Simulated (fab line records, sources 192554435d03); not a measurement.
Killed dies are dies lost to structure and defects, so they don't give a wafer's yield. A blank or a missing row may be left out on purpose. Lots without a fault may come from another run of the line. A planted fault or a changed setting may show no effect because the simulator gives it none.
fab line records | flow n5_finfet
record lots=5 wafers=15 last_day=17
route steps=1938 shown BEOL_M11@1581 BEOL_M12@1602
lots that met no fault: from a run of the same line without faults
start_h: hours from the record's first day to the start of the lot's first wafer shown | wait_h: hours since the lot's step before | " the same as in the row above | L1.1+2: a row that stands for several wafers | - no value, or no start given | * or withheld: withheld | < > ~ a bound
route shown NAME@n: a module of which the file shows steps, and the number in the route of the first | usual: mean/standard deviation of fault-free wafers | same: alike in all rows | chamber/n: place in a boat | sites: the reading at each site | _std_site: their standard deviation | _edge_site: outer sites' mean less inner sites' | radius_mm: how far each site lies from the wafer's centre | mask NAME#n: copy n | behind: the tool/chamber that last shaped the wafer | hold: why the lot was held/for how many hours/how that ended | device: the transistor (n, p or np) that didn't switch | end of line: the same wafers' tests at the end of the route | a step without rows: its recipe alone | killed: dies lost to structure and defects at the first sort, not the wafer's yield | map: a wafer's dies, x killed, . not, _ none there
set.NAME: the setting as run; set.NAME@STEP: as run at that earlier step | model.NAME: the simulator's own value behind a step, which no gauge read
lots at some steps of the route; a table a step, a row a wafer
services: from which hour (start_h, from the record's first day; less than 0 if before it) a tool's chamber was out of use, for how many hours, and why
## steps
# step N5_BEOL_M11_OCD_MEAS_38
# usual trench_depth_nm=149.1/3
# columns lot.wafer tool chamber start_h wait_h trench_depth_nm
L074.4 ocd-02 - 222.82 - 152.4
L074.5 " - " " 144.9
L074.6 " - " " 149.5
L077.3 ocd-02 - 238.17 - 154.5
L077.4 " - " " 149.5
L077.6 " - " " 153.6
L083.1 ocd-02 - 271.35 - 148.4
L083.2 " - " " 147.4
L083.6 " - " " 148.7
L091.2 ocd-02 - 330.11 - 145.0
L091.3 " - " " 151.8
L091.6 " - " " 145.5
L097.1 ocd-01 - 359.23 - 145.9
L097.2 " - " " 147.0
L097.5 " - " " 145.5
# step N5_BEOL_M11_HM_STRIP_39
# recipe chemistry=peroxide_tin_strip material=TiN target_depth_a=250 temp_c=50 time_s=158
# columns lot.wafer tool chamber start_h wait_h
L074.4+5+6 wet_bench-01 3,7,5 222.85 0.0
L077.3+4+6 wet_bench-04 7,6,0 238.20 0.0
L083.1+2+6 wet_bench-04 0,3,6 271.38 0.0
L091.2+3+6 wet_bench-04 0,3,1 330.14 0.0
L097.1+2+5 wet_bench-04 4,5,2 359.27 0.0
# step N5_BEOL_M11_SRD_40
# recipe time_s=30 temp_c=23 rinse_liquid=diw dry=ipa_marangoni
# usual do_supply_ppb=10.00/0.11
# columns lot.wafer tool chamber start_h wait_h do_supply_ppb
L074.4 wet_bench-01 3 222.89 0.0 9.83
L074.5 " 7 " " 10.17
L074.6 " 5 " " 9.78
L077.3 wet_bench-04 7 238.25 0.0 9.86
L077.4 " 6 " " 9.84
L077.6 " 0 " " 10.02
L083.1 wet_bench-04 0 271.43 0.0 9.89
L083.2 " 3 " " 10.03
L083.6 " 6 " " 9.98
L091.2 wet_bench-04 0 330.19 0.0 9.94
L091.3 " 3 " " 10.06
L091.6 " 1 " " 9.91
L097.1 wet_bench-04 4 359.31 0.0 10.03
L097.2 " 5 " " 10.08
L097.5 " 2 " " 10.02
# step N5_BEOL_M11_PRECLEAN_42
# recipe chemistry=residue_remover time_s=60 temp_c=40
# columns lot.wafer tool chamber start_h wait_h
L074.4+5+6 wet_bench-01 3,7,5 222.91 0.0
L077.3+4+6 wet_bench-04 7,6,0 238.26 0.0
L083.1+2+6 wet_bench-04 0,3,6 271.44 0.0
L091.2+3+6 wet_bench-04 0,3,1 330.20 0.0
L097.1+2+5 wet_bench-04 4,5,2 359.33 0.0
# step N5_BEOL_M11_SRD_43
# recipe time_s=30 temp_c=23 rinse_liquid=diw dry=ipa_marangoni
# usual do_supply_ppb=10.00/0.1
# columns lot.wafer tool chamber start_h wait_h do_supply_ppb
L074.4 wet_bench-01 3 222.93 0.0 9.94
L074.5 " 7 " " 10.01
L074.6 " 5 " " 9.99
L077.3 wet_bench-04 7 238.28 0.0 9.88
L077.4 " 6 " " 9.90
L077.6 " 0 " " 9.83
L083.1 wet_bench-04 0 271.46 0.0 10.14
L083.2 " 3 " " 10.10
L083.6 " 6 " " 10.26
L091.2 wet_bench-04 0 330.22 0.0 10.08
L091.3 " 3 " " 9.96
L091.6 " 1 " " 10.11
L097.1 wet_bench-04 4 359.35 0.0 10.06
L097.2 " 5 " " 10.03
L097.5 " 2 " " 10.10
# step N5_BEOL_M11_CD_MEAS_35
# recipe target_cd_nm=70 polarity=opening
# usual cd_nm=69.9/0.7
# columns lot.wafer tool chamber start_h wait_h cd_nm
L074.4 cd_sem-02 - 222.97 0.0 68.5
L074.5 " - " " 69.1
L074.6 " - " " 70.1
L077.3 cd_sem-01 - 238.32 0.0 69.5
L077.4 " - " " 69.4
L077.6 " - " " 69.5
L083.1 cd_sem-03 - 271.50 0.0 69.2
L083.2 " - " " 68.4
L083.6 " - " " 69.7
L091.2 cd_sem-03 - 330.26 0.0 69.9
L091.3 " - " " 70.1
L091.6 " - " " 70.3
L097.1 cd_sem-02 - 359.39 0.0 71.2
L097.2 " - " " 70.4
L097.5 " - " " 71.3
# step N5_BEOL_M11_CURE_72
# recipe temp_c=370 time_s=120 ambient=DMADMS/He material=SiCOH_lowk
# usual lamp_power_pct=52.31/0.055 wafer_temp_C_max=371.8/0.59
# columns lot.wafer tool chamber start_h wait_h lamp_power_pct wafer_temp_C_max
L074.4 uv_cure-03 2 223.16 0.2 52.33 371.8
L074.5 " 2 " " 52.34 372.6
L074.6 " 2 " " 52.35 371.8
L077.3 uv_cure-03 1 238.83 0.5 52.24 371.5
L077.4 " 1 " " 52.22 371.4
L077.6 " 1 " " 52.37 371.4
L083.1 uv_cure-02 0 271.85 0.3 52.32 371.4
L083.2 " 0 " " 52.28 371.7
L083.6 " 0 " " 52.40 371.9
L091.2 uv_cure-02 0 330.43 0.2 52.33 371.4
L091.3 " 0 " " 52.46 372.6
L091.6 " 0 " " 52.28 371.7
L097.1 uv_cure-01 0 359.64 0.3 52.23 372.8
L097.2 " 0 " " 52.35 372.4
L097.5 " 0 " " 52.25 372.0
# step N5_BEOL_M11_DEGAS_44
# recipe ambient=vacuum temp_c=250 time_s=60
# usual heater_power_w=324/33
# columns lot.wafer tool chamber start_h wait_h heater_power_w
L074.4 pvd_sputter-03 - 223.41 0.2 326
L074.5 " - " " 351
L074.6 " - " " 325
L077.3 pvd_sputter-02 - 239.23 0.3 353
L077.4 " - " " 330
L077.6 " - " " 332
L083.1 pvd_sputter-03 - 272.22 0.3 296
L083.2 " - " " 357
L083.6 " - " " 259
L091.2 pvd_sputter-01 - 330.95 0.5 314
L091.3 " - " " 302
L091.6 " - " " 380
L097.1 pvd_sputter-01 - 360.51 0.8 382
L097.2 " - " " 306
L097.5 " - " " 310
# step N5_BEOL_M11_PRE_CLEAN_45
# recipe gas=H2/He time_s=30 temp_c=250
# usual heater_power_w=323/33
# columns lot.wafer tool chamber start_h wait_h heater_power_w
L074.4 pvd_sputter-03 - 223.45 0.0 327
L074.5 " - " " 363
L074.6 " - " " 333
L077.3 pvd_sputter-02 - 239.27 0.0 350
L077.4 " - " " 329
L077.6 " - " " 342
L083.1 pvd_sputter-03 - 272.26 0.0 292
L083.2 " - " " 349
L083.6 " - " " 259
L091.2 pvd_sputter-01 - 330.99 0.0 307
L091.3 " - " " 314
L091.6 " - " " 373
L097.1 pvd_sputter-01 - 360.55 0.0 376
L097.2 " - " " 301
L097.5 " - " " 314
# step N5_BEOL_M11_ALD_74
# recipe material=TaN target_thk_a=20 temp_c=275 ald_precursor_family=PDMAT ald_co_reactant=NH3 pressure_torr=3 carrier_flow_sccm=1500 pulse_time_s=2 purge_time_s=3 co_reactant_purge_time_s=2 co_reactant_pulse_time_s=3 ald_cycles=40 precursor_vessel_temp_c=75 precursor_vessel_pressure_torr=26.25 precursor_vessel_carrier_sccm=1000
# usual heater_power_w=405/38
# columns lot.wafer tool chamber start_h wait_h heater_power_w
L074.4 ald_metal-01 1 223.51 0.0 497
L074.5 " 0 " " 409
L074.6 " 1 " " 492
L077.3 ald_metal-01 2 239.33 0.0 403
L077.4 " 1 " " 498
L077.6 " 2 " " 402
L083.1 ald_metal-01 3 272.37 0.1 383
L083.2 " 2 " " 398
L083.6 " 2 " " 391
L091.2 ald_metal-02 3 331.07 0.1 365
L091.3 " 0 " " 400
L091.6 " 0 " " 401
L097.1 ald_metal-01 2 360.84 0.3 401
L097.2 " 0 " " 416
L097.5 " 0 " " 424
# step N5_BEOL_M11_SURFACE_TREAT_76
# recipe gas=Ar time_s=* ion_energy_ev=* ion_current_ma_cm2=0.5 pressure_mtorr=* ar_flow_sccm=30
# usual throttle_valve_pct=*
# columns lot.wafer tool chamber start_h wait_h throttle_valve_pct
L074.4 pvd_sputter-02 - 223.80 0.2 *
L074.5 " - " " *
L074.6 " - " " *
L077.3 pvd_sputter-02 - 239.63 0.2 *
L077.4 " - " " *
L077.6 " - " " *
L083.1 pvd_sputter-02 - 273.99 1.5 *
L083.2 " - " " *
L083.6 " - " " *
L091.2 pvd_sputter-03 - 331.37 0.2 *
L091.3 " - " " *
L091.6 " - " " *
L097.1 pvd_sputter-01 - 361.13 0.2 *
L097.2 " - " " *
L097.5 " - " " *
# step N5_BEOL_M11_CVD_75
# recipe material=Co target_thk_a=20 temp_c=withheld precursor=CCTBA/H2 pressure_torr=30 time_s=138.9
# columns lot.wafer tool chamber start_h wait_h
L074.4+5+6 cvd_co-01 0,2,1 223.90 0.1
L077.3+4+6 cvd_co-01 0,2,1 239.92 0.3
L083.1+2+6 cvd_co-01 0,1,1 274.09 0.1
L091.2+3+6 cvd_co-02 0,2,0 331.43 0.0
L097.1+2+5 cvd_co-01 1,0,0 361.33 0.2
# step N5_BEOL_M11_SPUTTER_48
# recipe material=Cu target_thk_a=120 temp_c=-20 bias_v=60 power_w=26000 chamber_pressure_pa=0.13 time_s=2
# usual bias_v=60.0/0.59 throttle_valve_pct=29.8/1
# columns lot.wafer tool chamber start_h wait_h bias_v throttle_valve_pct
L074.4 pvd_sputter-01 - 223.97 0.0 59.5 29.4
L074.5 " - " " 59.1 30.7
L074.6 " - " " 60.0 29.9
L077.3 pvd_sputter-01 - 241.20 1.2 59.7 30.4
L077.4 " - " " 60.0 27.8
L077.6 " - " " 60.2 28.2
L083.1 pvd_sputter-03 - 274.32 0.2 59.3 30.4
L083.2 " - " " 60.3 30.2
L083.6 " - " " 60.7 29.1
L091.2 pvd_sputter-01 - 331.59 0.1 60.7 29.6
L091.3 " - " " 60.6 27.7
L091.6 " - " " 60.4 27.9
L097.1 pvd_sputter-01 - 361.57 0.2 59.9 28.0
L097.2 " - " " 60.1 31.0
L097.5 " - " " 60.0 29.7
# step N5_BEOL_M11_ECD_50
# recipe material=Cu target_thk_a=3180
# columns lot.wafer tool chamber start_h wait_h
L074.4+5+6 ecd_cu-01 0,0,1 224.11 0.1
L077.3+4+6 ecd_cu-02 0,1,0 241.35 0.1
L083.1+2+6 ecd_cu-02 0,1,0 274.44 0.1
L091.2+3+6 ecd_cu-02 1 331.71 0.1
L097.1+2+5 ecd_cu-02 1,0,1 361.69 0.1
# step N5_BEOL_M11_ANNEAL_51
# recipe temp_c=225 time_s=90 ambient=N2
# usual wafer_temp_C_max=226.3/0.56
# columns lot.wafer tool chamber start_h wait_h wafer_temp_C_max
L074.4 rtp_anneal-01 0 224.39 0.2 226.9
L074.5 " 0 " " 226.6
L074.6 " 0 " " 227.0
L077.3 rtp_anneal-02 0 241.52 0.1 226.2
L077.4 " 0 " " 226.0
L077.6 " 0 " " 225.9
L083.1 rtp_anneal-01 0 274.70 0.2 226.4
L083.2 " 0 " " 226.7
L083.6 " 0 " " 226.9
L091.2 rtp_anneal-02 0 331.86 0.1 226.0
L091.3 " 0 " " 225.9
L091.6 " 0 " " 225.9
L097.1 rtp_anneal-02 0 361.80 0.1 225.6
L097.2 " 0 " " 225.4
L097.5 " 0 " " 225.5
# step N5_BEOL_M11_CMP_52
# recipe stop_on=SiCOH_lowk t_overpolish_s=7 down_force_psi=1 platen_rpm=50 clearing_platen_down_force_psi=1.5 clearing_platen_rpm=50 post_cmp_clean=cu_alkaline target_thk_nm=140 clearing_platen_pad_velocity_m_s=0.99484 pad_velocity_m_s=0.99484
# usual barrier_field_endpoint_s=29.2/0.71 motor_current_A=5.7/0.51 overpolish_run_s=7.000/0.0092 slurry_filter_dp_kPa=13.51/0.14 time_to_endpoint_s=68/3.1
# columns lot.wafer tool chamber start_h wait_h barrier_field_endpoint_s motor_current_A overpolish_run_s slurry_filter_dp_kPa time_to_endpoint_s
L074.4 cmp-01 2 224.59 0.2 29.8 5.1 6.978 13.51 71
L074.5 " 1 " " 28.9 5.0 7.007 13.56 68
L074.6 " 2 " " 29.6 5.2 7.000 13.54 69
L077.4 cmp-01 0 241.73 0.1 28.8 5.1 7.012 13.48 66
L077.3 " 2 " " 29.7 5.3 7.011 13.64 68
L077.6 " 0 " " 29.1 5.1 7.002 13.80 67
L083.1 cmp-04 3 275.04 0.3 29.1 5.5 6.995 13.45 64
L083.2 " 0 " " 29.7 5.9 6.998 13.65 70
L083.6 " 2 " " 29.4 6.3 7.004 13.70 65
L091.3 cmp-01 2 332.11 0.2 28.2 5.5 7.000 13.45 67
L091.2 " 3 " " 28.4 5.4 7.010 13.36 65
L091.6 " 2 " " 29.0 5.2 6.996 13.41 69
L097.2 cmp-01 1 362.09 0.2 29.7 5.1 6.999 13.60 73
L097.1 " 0 " " 29.2 5.2 6.993 13.58 71
L097.5 " 2 " " 30.3 5.1 7.007 13.43 74
# step N5_BEOL_M11_THK_MEAS_53
# recipe thk_meas_gauge=xrf reads=Cu_of_BEOL_M11_ECD_50
# usual M11_THK=141/3.5
# columns lot.wafer tool chamber start_h wait_h M11_THK[nm]
L074.4 film_metro-02 - 224.85 - 148
L074.5 " - " " 139
L074.6 " - " " 144
L077.3 film_metro-02 - 242.02 - 147
L077.4 " - " " 141
L077.6 " - " " 146
L083.1 film_metro-02 - 275.29 - 142
L083.2 " - " " 141
L083.6 " - " " 143
L091.2 film_metro-02 - 332.41 - 136
L091.3 " - " " 146
L091.6 " - " " 139
L097.1 film_metro-02 - 362.39 - 139
L097.2 " - " " 141
L097.5 " - " " 139
# step N5_BEOL_M11_PRE_CLEAN_55
# recipe gas=NH3 time_s=15 temp_c=withheld rf_power_w=300
# columns lot.wafer tool chamber start_h wait_h
L074.4+5+6 pecvd-04 0,2,1 224.90 0.0
L077.3+4+6 pecvd-02 1,1,2 242.06 0.0
L083.1+2+6 pecvd-03 1,2,0 275.33 0.0
L091.2+3+6 pecvd-03 2,0,0 332.45 0.0
L097.1+2+5 pecvd-03 0,2,2 362.43 0.0
# step N5_BEOL_M11_DEP_56
# recipe material=SiCN target_thk_a=300 temp_c=withheld precursor=3MS/NH3 pressure_torr=3 rf_w=675 time_s=10.5
# usual showerhead_plenum_p_Torr=4.148/0.022 throttle_valve_pct=18.1/1.1
# columns lot.wafer tool chamber start_h wait_h showerhead_plenum_p_Torr throttle_valve_pct
L074.4 pecvd-04 0 224.93 0.0 4.147 19.7
L074.5 " 2 " " 4.145 18.1
L074.6 " 1 " " 4.141 18.2
L077.3 pecvd-02 1 242.08 0.0 4.134 18.9
L077.4 " 1 " " 4.147 18.6
L077.6 " 2 " " 4.119 16.5
L083.1 pecvd-03 1 275.36 0.0 4.165 19.4
L083.2 " 2 " " 4.116 18.1
L083.6 " 0 " " 4.192 17.3
L091.2 pecvd-03 2 332.47 0.0 4.127 18.2
L091.3 " 0 " " 4.187 17.4
L091.6 " 0 " " 4.183 17.7
L097.1 pecvd-03 0 362.45 0.0 4.200 17.5
L097.2 " 2 " " 4.125 18.2
L097.5 " 2 " " 4.109 18.4
# step N5_BEOL_M11_RS_MEAS_57
# recipe thk_meas_gauge=four-point-probe reads=Cu_of_BEOL_M11_ECD_50+Co_of_BEOL_M11_CVD_75+TaN_of_BEOL_M11_ALD_74
# usual M11_RS=0.150/0.0039
# columns lot.wafer tool chamber start_h wait_h M11_RS[ohm/sq]
L074.4 film_metro-02 - 224.98 0.0 0.144
L074.5 " - " " 0.154
L074.6 " - " " 0.148
L077.3 film_metro-02 - 242.15 0.0 0.145
L077.4 " - " " 0.150
L077.6 " - " " 0.145
L083.1 film_metro-02 - 275.42 0.1 0.151
L083.2 " - " " 0.152
L083.6 " - " " 0.151
L091.2 film_metro-02 - 332.53 0.0 0.156
L091.3 " - " " 0.146
L091.6 " - " " 0.154
L097.1 film_metro-02 - 362.51 0.0 0.154
L097.2 " - " " 0.150
L097.5 " - " " 0.154
# step N5_BEOL_M11_INSPECT_58
# recipe inspect_instrument=darkfield mode=post_dep
# usual raw_defect_count=75/23
# columns lot.wafer tool chamber start_h wait_h raw_defect_count
L074.4 defect_inspect-02 - 225.25 0.3 89
L074.5 " - " " 66
L074.6 " - " " 129
L077.3 defect_inspect-02 - 242.18 0.0 137
L077.4 " - " " 144
L077.6 " - " " 77
L083.1 defect_inspect-02 - 275.45 0.0 94
L083.2 " - " " 60
L083.6 " - " " 43
L091.2 defect_inspect-01 - 332.56 0.0 67
L091.3 " - " " 90
L091.6 " - " " 46
L097.1 defect_inspect-01 - 362.54 0.0 91
L097.2 " - " " 73
L097.5 " - " " 82
# step N5_BEOL_M12_ILD_DEP_00
# recipe material=SiOC target_thk_a=6589.2 temp_c=350 precursor=DEMS/O2 pressure_torr=5 rf_w=500 time_s=130.7
# usual heater_power_w=486/48 showerhead_plenum_p_Torr=5.688/0.011 throttle_valve_pct=11.8/0.67
# columns lot.wafer tool chamber start_h wait_h heater_power_w showerhead_plenum_p_Torr throttle_valve_pct
L074.4 pecvd-04 1 225.33 0.1 430 5.679 11.8
L074.5 " 0 " " 487 5.693 12.9
L074.6 " 2 " " 474 5.690 11.8
L077.3 pecvd-01 2 242.21 0.0 594 5.680 11.4
L077.4 " 1 " " 543 5.702 12.1
L077.6 " 2 " " 473 5.691 11.4
L083.1 pecvd-01 0 275.49 0.0 412 5.675 11.4
L083.2 " 2 " " 604 5.694 11.3
L083.6 " 2 " " 481 5.694 11.2
L091.2 pecvd-01 1 332.60 0.0 484 5.707 11.7
L091.3 " 0 " " 435 5.684 11.6
L091.6 " 0 " " 449 5.681 11.5
L097.1 pecvd-01 1 362.58 0.0 462 5.695 12.0
L097.2 " 2 " " 597 5.702 11.4
L097.5 " 1 " " 513 5.703 12.0
# step N5_BEOL_M12_THK_MEAS_01
# recipe reads=SiOC_of_BEOL_M12_ILD_DEP_00
# usual M12_ILD_THK=659/7.8
# columns lot.wafer tool chamber start_h wait_h M12_ILD_THK[nm]
L074.4 film_metro-02 - 225.41 0.0 653
L074.5 " - " " 656
L074.6 " - " " 662
L077.3 film_metro-02 - 242.34 0.1 656
L077.4 " - " " 662
L077.6 " - " " 666
L083.1 film_metro-02 - 275.62 0.1 653
L083.2 " - " " 646
L083.6 " - " " 664
L091.2 film_metro-02 - 332.73 0.1 657
L091.3 " - " " 659
L091.6 " - " " 667
L097.1 film_metro-01 - 362.78 0.2 659
L097.2 " - " " 654
L097.5 " - " " 661
# step N5_BEOL_M12_COAT_58
# recipe resist=BARC temp_c=205 time_s=60 spin_rpm=1500 resist_thk_nm=89
# usual spin_speed_rpm=1500.1/1.1
# columns lot.wafer tool chamber start_h wait_h spin_speed_rpm
L074.4 litho_track-04 0 225.44 0.0 1502.0
L074.5 " 0 " " 1496.4
L074.6 " 0 " " 1501.1
L077.3 litho_track-01 0 242.38 0.0 1502.5
L077.4 " 0 " " 1499.7
L077.6 " 0 " " 1500.1
L083.1 litho_track-03 0 275.65 0.0 1501.2
L083.2 " 0 " " 1500.5
L083.6 " 0 " " 1501.2
L091.2 litho_track-04 0 332.76 0.0 1499.5
L091.3 " 0 " " 1498.6
L091.6 " 0 " " 1500.9
L097.1 litho_track-03 0 362.81 0.0 1500.5
L097.2 " 0 " " 1500.6
L097.5 " 0 " " 1499.3
# step N5_BEOL_M12_COAT_04
# recipe spin_rpm=1625 resist_thk_nm=400
# usual spin_speed_rpm=1625.1/1.3
# columns lot.wafer tool chamber start_h wait_h spin_speed_rpm
L074.4 litho_track-04 0 - - 1625.1
L074.5 " 0 " " 1626.9
L074.6 " 0 " " 1628.3
L077.3 litho_track-01 0 - - 1625.5
L077.4 " 0 " " 1624.5
L077.6 " 0 " " 1623.9
L083.1 litho_track-03 0 - - 1623.2
L083.2 " 0 " " 1624.6
L083.6 " 0 " " 1626.5
L091.2 litho_track-04 0 - - 1625.6
L091.3 " 0 " " 1625.5
L091.6 " 0 " " 1626.5
L097.1 litho_track-03 0 - - 1626.1
L097.2 " 0 " " 1626.0
L097.5 " 0 " " 1626.4
# step N5_BEOL_M12_EBR_06
# recipe solvent=PGMEA ebr_width_mm=1.5
# columns lot.wafer tool chamber start_h wait_h
L074.4+5+6 litho_track-04 0 - -
L077.3+4+6 litho_track-01 0 - -
L083.1+2+6 litho_track-03 0 - -
L091.2+3+6 litho_track-04 0 - -
L097.1+2+5 litho_track-03 0 - -
# step N5_BEOL_M12_SOFTBAKE_05
# recipe temp_c=130 time_s=60
# columns lot.wafer tool chamber start_h wait_h
L074.4+5+6 litho_track-04 0 - -
L077.3+4+6 litho_track-01 0 - -
L083.1+2+6 litho_track-03 0 - -
L091.2+3+6 litho_track-04 0 - -
L097.1+2+5 litho_track-03 0 - -
# step N5_BEOL_M12_EXPOSE_07
# recipe mask_id=V11 na=0.93 source_shape=conventional sigma_outer=0.6 polarization=unpolarized attpsm_phase_deg=180 dose_mj=32.5
# columns lot.wafer tool chamber start_h wait_h mask
L074.4+5+6 krf_scanner-02 0 225.56 - V11#0
L077.3+4+6 krf_scanner-02 0 242.64 - V11#0
L083.1+2+6 krf_scanner-02 0 275.75 - V11#0
L091.2+3+6 krf_scanner-02 0 332.99 - V11#0
L097.1+2+5 krf_scanner-02 0 362.91 - V11#0
# step N5_BEOL_M12_PEB_08
# recipe peb_temp_c=130 peb_time_s=90
# columns lot.wafer tool chamber start_h wait_h
L074.4+5+6 litho_track-03 0 225.60 0.0
L077.3+4+6 litho_track-01 0 242.68 0.0
L083.1+2+6 litho_track-04 0 275.81 0.1
L091.2+3+6 litho_track-04 0 333.04 0.0
L097.1+2+5 litho_track-03 0 362.96 0.1
# step N5_BEOL_M12_DEVELOP_09
# recipe develop_time_s=45 rinse_liquid=diw dry=air_spin dev_temp_c=21
# columns lot.wafer tool chamber start_h wait_h
L074.4+5+6 litho_track-03 0 - -
L077.3+4+6 litho_track-01 0 - -
L083.1+2+6 litho_track-04 0 - -
L091.2+3+6 litho_track-04 0 - -
L097.1+2+5 litho_track-03 0 - -
# step N5_BEOL_M12_HARDBAKE_14
# recipe temp_c=130 time_s=120
# columns lot.wafer tool chamber start_h wait_h
L074.4+5+6 litho_track-03 0 - -
L077.3+4+6 litho_track-01 0 - -
L083.1+2+6 litho_track-04 0 - -
L091.2+3+6 litho_track-04 0 - -
L097.1+2+5 litho_track-03 0 - -
# step N5_BEOL_M12_CD_MEAS_10
# recipe target_cd_nm=140 landing_energy_ev=500 detector=se_inlens polarity=opening
# usual cd_nm=139.1/1.4
# same landing_energy_ev=500
# columns lot.wafer tool chamber start_h wait_h cd_nm
L074.4 cd_sem-03 0 225.72 - 138.3
L074.5 " 0 " " 137.1
L074.6 " 0 " " 138.1
L077.3 cd_sem-01 0 242.80 - 142.1
L077.4 " 0 " " 141.4
L077.6 " 0 " " 140.3
L083.1 cd_sem-03 0 275.92 - 136.5
L083.2 " 0 " " 137.6
L083.6 " 0 " " 139.1
L091.2 cd_sem-03 0 333.16 - 137.8
L091.3 " 0 " " 138.7
L091.6 " 0 " " 137.7
L097.1 cd_sem-01 0 363.08 - 138.7
L097.2 " 0 " " 137.9
L097.5 " 0 " " 139.0
# step N5_BEOL_M12_OVL_MEAS_11
# recipe points_per_wafer=44
# usual V11_OVL=1/6.8
# columns lot.wafer tool chamber start_h wait_h V11_OVL[nm]
L074.4 overlay-02 0 225.75 0.0 7
L074.5 " 0 " " 7
L074.6 " 0 " " 0
L077.3 overlay-02 0 242.83 0.0 0
L077.4 " 0 " " 11
L077.6 " 0 " " 7
L083.1 overlay-02 0 275.98 0.1 2
L083.2 " 0 " " -4
L083.6 " 0 " " 5
L091.2 overlay-02 0 333.19 0.0 -3
L091.3 " 0 " " -4
L091.6 " 0 " " -1
L097.1 overlay-01 0 363.11 0.0 -2
L097.2 " 0 " " 2
L097.5 " 0 " " -8
# step N5_BEOL_M12_INSPECT_12
# recipe mode=adi inspect_instrument=macro
# usual raw_defect_count=2.2/1.5
# columns lot.wafer tool chamber start_h wait_h raw_defect_count
L074.4 defect_inspect-02 - 225.77 0.0 3
L074.5 " - " " 3
L074.6 " - " " 0
L077.3 defect_inspect-01 - 242.85 0.0 0
L077.4 " - " " 0
L077.6 " - " " 1
L083.1 defect_inspect-01 - 276.00 0.0 2
L083.2 " - " " 1
L083.6 " - " " 3
L091.2 defect_inspect-02 - 333.21 0.0 4
L091.3 " - " " 1
L091.6 " - " " 1
L097.1 defect_inspect-02 - 363.13 0.0 4
L097.2 " - " " 6
L097.5 " - " " 2
# step N5_BEOL_M12_DESCUM_15
# recipe chemistry=O2 time_s=7.9 source_power_w=50 bias_power_w=20 pressure_mtorr=20 rf_frequency_hz=2.712e+07 temp_c=40 o2_flow_sccm=225
# usual drypump_motor_current_A=5.9/0.4 o2_flow_sccm=224.9/0.61 oes_product_au=0.82/0.077 rf_vpp_V=243.2/1.1 showerhead_plenum_p_Torr=2.10/0.049 throttle_valve_pct=20.46/0.29
# columns lot.wafer tool chamber start_h wait_h drypump_motor_current_A o2_flow_sccm oes_product_au rf_hours_counter_h rf_vpp_V showerhead_plenum_p_Torr throttle_valve_pct
L074.4 rie_diel-04 1 225.82 0.0 6.6 224.5 0.80 - 242.3 2.03 20.38
L074.5 " 3 " " 5.2 224.7 0.69 - 241.8 2.05 20.79
L074.6 " 0 " " 5.9 224.2 0.89 - 244.6 2.13 19.91
L077.3 rie_diel-02 1 243.02 0.2 6.3 224.0 0.84 59 243.2 2.14 20.58
L077.4 " 0 " " 5.9 224.9 0.74 - 241.8 2.09 20.71
L077.6 " 1 " " 6.3 224.6 0.85 - 243.0 2.14 20.57
L083.1 rie_diel-02 2 276.03 0.0 6.0 224.8 0.77 125 242.8 2.11 20.22
L083.2 " 0 " " 5.9 225.0 0.73 201 241.9 2.08 20.73
L083.6 " 2 " " 6.0 224.9 0.77 - 243.7 2.11 20.23
L091.2 rie_diel-04 0 333.27 0.1 5.8 225.2 0.83 78 243.1 2.11 19.99
L091.3 " 3 " " 5.2 225.0 0.90 31 243.1 2.04 20.55
L091.6 " 2 " " 5.4 225.3 0.89 - 242.6 2.15 20.57
L097.1 rie_diel-04 0 363.17 0.0 5.9 225.9 0.81 90 243.6 2.11 20.01
L097.2 " 3 " " 5.2 224.3 0.87 43 242.0 2.03 20.59
L097.5 " 2 " " 5.4 225.5 0.89 - 245.1 2.15 20.56
# step N5_BEOL_M12_ETCH_59
# recipe chemistry=N2/H2 target=BARC target_depth_a=890 overetch_a=267 time_s=67.9 ion_energy_ev=200 pressure_mtorr=30 source_w=840 bias_w=150 n2_flow_sccm=200 h2_flow_sccm=200
# usual drypump_motor_current_A=5.9/0.41 oes_product_au=0.70/0.064 rf_vpp_V=524.0/1.9 showerhead_plenum_p_Torr=2.55/0.058 throttle_valve_pct=17.9/0.31
# columns lot.wafer tool chamber start_h wait_h drypump_motor_current_A oes_product_au rf_hours_counter_h rf_vpp_V showerhead_plenum_p_Torr throttle_valve_pct
L074.4 rie_diel-04 1 225.86 0.0 6.6 0.70 - 522.9 2.47 17.9
L074.5 " 3 " " 5.2 0.60 - 523.1 2.51 18.4
L074.6 " 0 " " 5.8 0.75 - 526.2 2.59 17.4
L077.3 rie_diel-02 1 243.05 0.0 6.3 0.70 59 524.1 2.58 17.9
L077.4 " 0 " " 5.9 0.62 - 523.9 2.54 18.2
L077.6 " 1 " " 6.2 0.71 - 524.0 2.58 17.9
L083.1 rie_diel-02 2 276.07 0.0 6.0 0.66 125 523.8 2.55 17.7
L083.2 " 0 " " 5.9 0.61 201 524.6 2.54 18.3
L083.6 " 2 " " 6.0 0.65 - 522.6 2.55 17.7
L091.2 rie_diel-04 0 333.30 0.0 5.9 0.71 78 525.7 2.58 17.5
L091.3 " 3 " " 5.2 0.76 31 523.3 2.49 18.2
L091.6 " 2 " " 5.4 0.77 - 526.3 2.60 17.9
L097.1 rie_diel-04 0 363.20 0.0 5.9 0.69 90 524.5 2.57 17.5
L097.2 " 3 " " 5.2 0.75 43 523.7 2.49 18.2
L097.5 " 2 " " 5.4 0.75 - 523.9 2.59 17.9
## services
# columns tool chamber start_h hours kind
krf_scanner-02 - 210.18 1.0 pm
pecvd-01 1 216.41 5.0 repair
rie_diel-02 2 231.84 21.6 repair
ald_metal-01 0 234.92 2.9 repair
ecd_cu-02 - 237.28 4.0 repair
cmp-01 - 238.83 2.8 repair
pecvd-03 - 254.60 0.9 repair
pecvd-04 1 258.07 2.8 repair
rie_diel-04 2 265.77 9.3 repair
uv_cure-03 - 269.52 7.5 pm
krf_scanner-02 - 271.90 1.3 pm
pecvd-04 - 277.54 5.4 repair
cvd_co-01 - 284.64 1.2 repair
pecvd-03 1 308.67 4.0 repair
cmp-01 - 309.04 0.5 repair
ald_metal-01 - 310.19 1.3 repair
krf_scanner-02 - 314.32 0.8 pm
pecvd-03 - 321.24 0.5 repair
cvd_co-01 1 330.95 3.8 repair
pecvd-01 0 334.50 3.8 repair
cmp-01 - 338.13 4.4 repair
krf_scanner-02 - 344.09 0.4 repair
pecvd-04 - 357.99 6.0 pm
krf_scanner-02 - 360.11 1.2 repair
## key
fault none
